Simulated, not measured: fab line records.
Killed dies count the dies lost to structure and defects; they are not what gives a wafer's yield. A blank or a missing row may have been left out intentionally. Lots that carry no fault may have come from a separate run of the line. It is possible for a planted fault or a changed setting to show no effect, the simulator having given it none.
The tool behind it: which one? :: flow nand_harc :: 6 lots, 18 wafers sampled, at 2 steps of a route of 1302

## WHAT EACH GAUGE READ, for each wafer
NHARC_A_ONON_D1_THK_MEAS_08: measures by ellipsometry.
lot: L164
measured: day 8 03:03
on: film_metro-01
thk_nm (nm): 998 998 996

lot: L168
measured: day 9 21:01
on: film_metro-02
thk_nm (nm): 981 981 982

lot: L171
measured: day 11 04:33
on: film_metro-01
thk_nm (nm): 1018 1015 1014

lot: L180
measured: day 14 23:43
on: film_metro-01
thk_nm (nm): 1010 1009 1009

lot: L181
measured: day 15 15:50
on: film_metro-01
thk_nm (nm): 1010 1011 1012

lot: L186
measured: day 17 10:57
on: film_metro-02
thk_nm (nm): 1003 1006 1007

## WHAT TOOL EACH LOT RAN ON (gives the tool, then ch and the chambers of the sampled wafers, and finally the start)
lot: L164
NHARC_A_ZERO_WELL_ETCH_13: rie_si-03 ch 0,2,3, day 7 04:17

lot: L168
NHARC_A_ZERO_WELL_ETCH_13: rie_si-05 ch 0,2,3, day 8 20:53

lot: L171
NHARC_A_ZERO_WELL_ETCH_13: rie_si-05 ch 2,3, day 10 05:08

lot: L180
NHARC_A_ZERO_WELL_ETCH_13: rie_si-02 ch 0,1,2, day 14 00:59

lot: L181
NHARC_A_ZERO_WELL_ETCH_13: rie_si-05 ch 1,3, day 14 17:37

lot: L186
NHARC_A_ZERO_WELL_ETCH_13: rie_si-05 ch 1,3, day 16 06:52
- NHARC_A_ZERO_WELL_ETCH_13: etches the open film in HBr/Cl2, target depth 120 nm, time 40.1 s.

## THE ANSWER, worked out from the rows above alone
Rule: usual is defined by the lots themselves. Put in order of their means at a reading, lots are off if they are a third of the lots or fewer, leave a main group of 4 or more, and stand apart from it by a gap of 3 or more times the standard deviation of the main group's means; of several such gaps the widest counts. Not used: any main group whose means are identical at the precision the tables above print for the reading. A lot without any number at a reading at which 4 lots or more have one is off too. All remaining lots with rows at the step are treated as sound.
Across all readings shown, no lot is off: no conclusion can be drawn from this.

## WHAT HAD BEEN PUT IN BY THE SIMULATOR
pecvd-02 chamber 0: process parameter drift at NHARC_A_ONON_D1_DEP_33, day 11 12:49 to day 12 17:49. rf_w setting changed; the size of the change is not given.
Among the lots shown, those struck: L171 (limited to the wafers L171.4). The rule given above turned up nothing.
